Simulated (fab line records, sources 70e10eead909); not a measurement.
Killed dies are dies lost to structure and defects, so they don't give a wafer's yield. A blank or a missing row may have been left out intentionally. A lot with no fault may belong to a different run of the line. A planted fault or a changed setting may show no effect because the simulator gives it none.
Which of the tools did it? | flow nand harc | 39 wafers from 13 lots sampled at 5 of the route's 1159 steps

WHAT THE GAUGES READ, wafer by wafer
NHARC_END_SORT_01. Usual: killed at array 28, standard deviation 10; killed at other 0.5, standard deviation 0.82; killed at periphery 3.4, standard deviation 2.2; killed dies 31, standard deviation 10; killed open 3.4, standard deviation 1.9; killed short 1.9, standard deviation 1.3.
lot  | measured     | on        | killed at array | killed at other | killed at periphery | killed dies | killed open | killed short | flag
L844 | day 24 01:24 | prober-01 | 673 41 673      | 3 1 3           | 1 2 1               | 677 44 677  | 3 6 1       | 1 0 2        | OFF
L852 | day 24 10:56 | prober-02 | 674 34 22       | 0 3 0           | 3 1 6               | 677 38 28   | 4 3 6       | 0 5 4        | OFF

WHAT TOOL EACH LOT RAN ON (gives the tool, then ch and the chambers of the sampled wafers, and finally the start)
lot  | NHARC_A_STAIRCASE_DEP_322       | NHARC_THIN_TSV_DEP_43           | NHARC_THIN_TSV_DESCUM_14           | NHARC_THIN_TSV_PRE_CLEAN_54
L830 | pecvd-01 ch 0,1,2, day 12 18:45 | pecvd-03 ch 0,1,2, day 19 08:48 | rie diel-05 ch 1,2,3, day 19 09:41 | pvd sputter-02, day 19 14:53
L833 | pecvd-04 ch 0,1, day 13 12:37   | pecvd-03 ch 0,1,2, day 19 16:52 | rie diel-05 ch 0,2,3, day 19 17:50 | pvd sputter-02, day 19 22:37
L831 | pecvd-01 ch 1,2, day 13 13:17   | pecvd-02 ch 0,1,2, day 19 20:45 | rie diel-05 ch 0,1, day 19 21:42   | pvd sputter-01, day 20 03:44
L837 | pecvd-03 ch 1,2, day 13 22:07   | pecvd-03 ch 0,1,2, day 20 14:42 | rie diel-12 ch 0,1,2, day 20 15:42 | pvd sputter-03, day 20 20:46
L835 | pecvd-04 ch 0,1,2, day 13 22:10 | pecvd-03 ch 0,1,2, day 20 06:47 | rie diel-05 ch 1,2,3, day 20 07:44 | pvd sputter-03, day 20 12:26
L836 | pecvd-01 ch 0,1, day 14 08:22   | pecvd-02 ch 1,2, day 21 03:53   | rie diel-12 ch 0,1, day 21 04:46   | pvd sputter-03, day 21 09:27
L838 | pecvd-04 ch 0,1,2, day 15 03:51 | pecvd-02 ch 0,1,2, day 21 05:11 | rie diel-04 ch 1,2,3, day 21 06:04 | pvd sputter-02, day 21 10:43
L840 | pecvd-04 ch 1,2, day 15 09:35   | pecvd-01 ch 0,2, day 21 11:18   | rie diel-04 ch 0,2,3, day 21 12:18 | pvd sputter-01, day 21 16:59
L841 | pecvd-04 ch 0,2, day 15 15:26   | pecvd-03 ch 0,2, day 21 13:44   | rie diel-05 ch 2,3, day 21 14:44   | pvd sputter-03, day 21 19:52
L844 | pecvd-04 ch 0,1, day 16 12:00   | pecvd-02 ch 0, day 23 04:02     | rie diel-05 ch 0, day 23 05:04     | pvd sputter-03, day 23 10:46
L850 | pecvd-01 ch 0,1,2, day 17 22:08 | pecvd-03 ch 0,1,2, day 24 00:09 | rie diel-05 ch 0,1,2, day 24 01:01 | pvd sputter-03, day 24 05:46
L852 | pecvd-04 ch 0,1,2, day 17 22:13 | pecvd-03 ch 2, day 23 16:50     | rie diel-12 ch 0,3, day 23 17:37   | pvd sputter-02, day 23 22:43
L853 | pecvd-03 ch 0,1, day 18 22:43   | pecvd-03 ch 0,2, day 24 07:04   | rie diel-05 ch 0,1,3, day 24 07:54 | pvd sputter-02, day 24 12:35
- NHARC_A_STAIRCASE_DEP_322: deposits SiO2, target thk 3800 nm.
- NHARC_THIN_TSV_DEP_43: deposits SiO2, target thk 1328.5 nm.
- NHARC_THIN_TSV_DESCUM_14: chemistry O2, time 3 s.
- NHARC_THIN_TSV_PRE_CLEAN_54: time 30 s.

AS READ BY THE TOOLS THEMSELVES (means over the sampled wafers that have a number; for cases with no such wafer, the mark the record gives instead)
NHARC_A_STAIRCASE_DEP_322. Usual: heater power w reads 640 W (standard deviation 73).
lot  | tool     | heater power w (W) | flag
L830 | pecvd-01 | 572                |
L833 | pecvd-04 | 702                |
L831 | pecvd-01 | 633                |
L837 | pecvd-03 | 652                |
L835 | pecvd-04 | 699                |
L836 | pecvd-01 | 551                |
L838 | pecvd-04 | 624                |
L840 | pecvd-04 | 686                |
L841 | pecvd-04 | 674                |
L844 | pecvd-04 | 715                |
L850 | pecvd-01 | 648                |
L852 | pecvd-04 | 660                |
L853 | pecvd-03 | 651                |

NHARC_THIN_TSV_DEP_43. Usual: throttle valve pct reads 15.8 % (standard deviation 0.43).
lot  | tool     | throttle valve pct (%) | flag
L830 | pecvd-03 | 16.0                   |
L833 | pecvd-03 | 16.0                   |
L831 | pecvd-02 | 15.5                   |
L837 | pecvd-03 | 15.9                   |
L835 | pecvd-03 | 15.9                   |
L836 | pecvd-02 | 15.5                   |
L838 | pecvd-02 | 15.6                   |
L840 | pecvd-01 | 15.8                   |
L841 | pecvd-03 | 15.4                   |
L844 | pecvd-02 | 15.7                   |
L850 | pecvd-03 | 15.5                   |
L852 | pecvd-03 | 15.3                   |
L853 | pecvd-03 | 15.5                   |

NHARC_THIN_TSV_DESCUM_14. Usual: drypump motor current A 5.5 A, standard deviation 0.55; mfc ar sccm 0.010 sccm, standard deviation 0.015; oes product au 1.000 a.u., standard deviation 0.011; rf vpp V 57.7 V, standard deviation 0.91; showerhead plenum p Torr 1.89 Torr, standard deviation 0.098; throttle valve pct 11.311 %, standard deviation 0.0093.
lot  | tool        | drypump motor current A (A) | mfc ar sccm (sccm) | oes product au (a.u.) | rf vpp V (V) | showerhead plenum p Torr (Torr) | throttle valve pct (%) | flag
L830 | rie diel-05 | 5.0                         | 0.003              | 1.005                 | 57.6         | 1.94                            | 11.308                 |
L833 | rie diel-05 | 5.1                         | 0.013              | 0.997                 | 56.8         | 1.94                            | 11.311                 |
L831 | rie diel-05 | 4.8                         | 0.019              | 1.000                 | 57.0         | 1.79                            | 11.309                 |
L837 | rie diel-12 | 6.0                         | 0.007              | 1.004                 | 57.1         | 1.89                            | 11.311                 |
L835 | rie diel-05 | 5.0                         | 0.003              | 1.014                 | 56.1         | 1.94                            | 11.311                 |
L836 | rie diel-12 | 6.3                         | 0.006              | 1.001                 | 58.4         | 1.93                            | 11.307                 |
L838 | rie diel-04 | 5.9                         | 0.013              | 1.008                 | 57.8         | 1.86                            | 11.314                 |
L840 | rie diel-04 | 6.0                         | 0.013              | 0.998                 | 57.9         | 1.87                            | 11.310                 |
L841 | rie diel-05 | 5.2                         | 0.000              | 1.007                 | 58.5         | 2.03                            | 11.312                 |
L844 | rie diel-05 | 4.9                         | 0.040              | 0.996                 | 56.3         | 1.79                            | 11.316                 |
L850 | rie diel-05 | 4.9                         | 0.016              | 1.004                 | 58.1         | 1.88                            | 11.310                 |
L852 | rie diel-12 | 5.9                         | 0.003              | 0.995                 | 56.6         | 1.97                            | 11.314                 |
L853 | rie diel-05 | 4.9                         | 0.016              | 1.000                 | 58.0         | 1.85                            | 11.320                 |

NHARC_THIN_TSV_PRE_CLEAN_54. Usual: heater power w reads 404 W (standard deviation 47).
lot  | tool           | heater power w (W) | flag
L830 | pvd sputter-02 | 446                |
L833 | pvd sputter-02 | 442                |
L831 | pvd sputter-01 | 383                |
L837 | pvd sputter-03 | 408                |
L835 | pvd sputter-03 | 395                |
L836 | pvd sputter-03 | 404                |
L838 | pvd sputter-02 | 457                |
L840 | pvd sputter-01 | 389                |
L841 | pvd sputter-03 | 400                |
L844 | pvd sputter-03 | 422                |
L850 | pvd sputter-03 | 370                |
L852 | pvd sputter-02 | 384                |
L853 | pvd sputter-02 | 428                |

THE ANSWER, worked out from the rows above alone
Rule: lot off if the mean of its wafers having a number is beyond 3 standard deviations from the usual mean. Also off: a lot with no number at a reading for which 4 or more lots have one. All remaining lots with rows at the step are treated as sound. First the gauges in route order, then the tools' own readings, where a lot's mean is used as printed above. At the first step where some lot is off, the reading lying furthest off is the one used; lots without a number count as furthest.
Off, at NHARC_END_SORT_01 on killed dies: L844, L852. Neither off nor sound, because the step has no rows for them: L830, L833, L831, L837, L835, L836, L838, L840, L841, L850, L853.
A tool fits if, at a process step before that reading, it ran every lot that is off, and no sound lot after the first of them. The gauges at NHARC_END_SORT_01 are tried like those tools. One candidate fits, namely pecvd-04 at NHARC_A_STAIRCASE_DEP_322. It ran no sound lot before its first lot that is off in this sample, so the start can't be narrowed down.

WHAT WAS PUT IN BY THE SIMULATOR
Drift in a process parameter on pecvd-04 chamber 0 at NHARC_A_STAIRCASE_DEP_322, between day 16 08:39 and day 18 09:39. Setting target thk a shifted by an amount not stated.
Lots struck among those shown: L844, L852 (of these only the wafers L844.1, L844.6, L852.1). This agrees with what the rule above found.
